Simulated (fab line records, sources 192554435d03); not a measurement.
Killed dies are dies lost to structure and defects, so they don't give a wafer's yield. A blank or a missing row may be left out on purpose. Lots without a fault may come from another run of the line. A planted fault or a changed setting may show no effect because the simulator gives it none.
Problem report in the 8D (eight disciplines) form, filled by code | flow n5_finfet | the parts of the form that need people (team, actions taken, sign-off) are left out

1. THE PROBLEM
spin_speed_rpm at N5_BEOL_M9_COAT_75 reads a mean of 1432.8 rpm on 6 wafers of 2 lots; wafers without a fault read 1500.1 rpm with a standard deviation of 1. That is -67 standard deviations from the usual mean.
The step: time 60 s, resist thk 5 nm.
First seen on wafer L531.1, day 14 16:22, on litho_track-01. The record holds 36 wafers of 12 lots with a number at this step. Rule for "out", or "out of limits": more than 4 standard deviations from the usual mean. The other wafers with a number count as sound.

2. WHAT IT IS AND WHAT IT IS NOT
question                    | is                     | is not
which readings at this step | spin_speed_rpm         | dispense_pressure_kPa
which lots                  | L531, L532             | L513, L514, L515, L516, L520, L521, L522, L524, L525, L535
which wafers of those lots  | all that have a number | -
read on which tools         | litho_track-01         | litho_track-02, litho_track-04
when                        | from day 14 16:22      | up to then (27 sound wafers); but 3 sound wafers of L535 came after

3. SUSPECTS, AND WHAT RULES EACH OUT
Counting: a tool at a process step up to the reading stays a suspect if it ran every lot that is out and no sound lot after the first of them.
- litho_track-01 at N5_BEOL_M9_COAT_75 (time 60 s, resist thk 5 nm): kept. It ran every lot that is out, first L531 (day 14 16:22), and no sound lot after that; its last sound lot up to then is L525 (day 13 00:02). Its own readings are out on those wafers: spin_speed_rpm.
Left after counting: litho_track-01 at N5_BEOL_M9_COAT_75.

4. THE CAUSE (what the simulator had put in)
Process parameter drift: litho_track-01, from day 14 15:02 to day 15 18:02, at N5_BEOL_M9_COAT_75. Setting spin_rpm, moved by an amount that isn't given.
Counting left only this tool.

5. THE CHAIN OF EFFECTS, in route order
Each row: a reading whose mean over the struck wafers that have a number lies more than 3 standard deviations from the usual. Only readings for which the record gives a usual standard deviation are gone through. hours: the time from each lot's start at the first step in this table that gives one to its start at this step, as a median over the lots. sigmas: the change in usual standard deviations.
hours | step               | reading        | usual      | on struck wafers | change | sigmas
0     | N5_BEOL_M9_COAT_75 | spin_speed_rpm | 1500.1 rpm | 1432.8           | -67.3  | -67
The process steps in it:
- N5_BEOL_M9_COAT_75: time 60 s, resist thk 5 nm.
Later measuring or inspecting steps at which every struck wafer that the step has a row for has a number for every such reading, and none has moved that far: N5_BEOL_M9_CD_MEAS_28, N5_BEOL_M9_INSPECT_30.

6. WHAT WOULD HAVE CAUGHT IT SOONER
In this record the first reading out of limits was taken at day 14 16:22, 1 hour after the fault began at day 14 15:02.
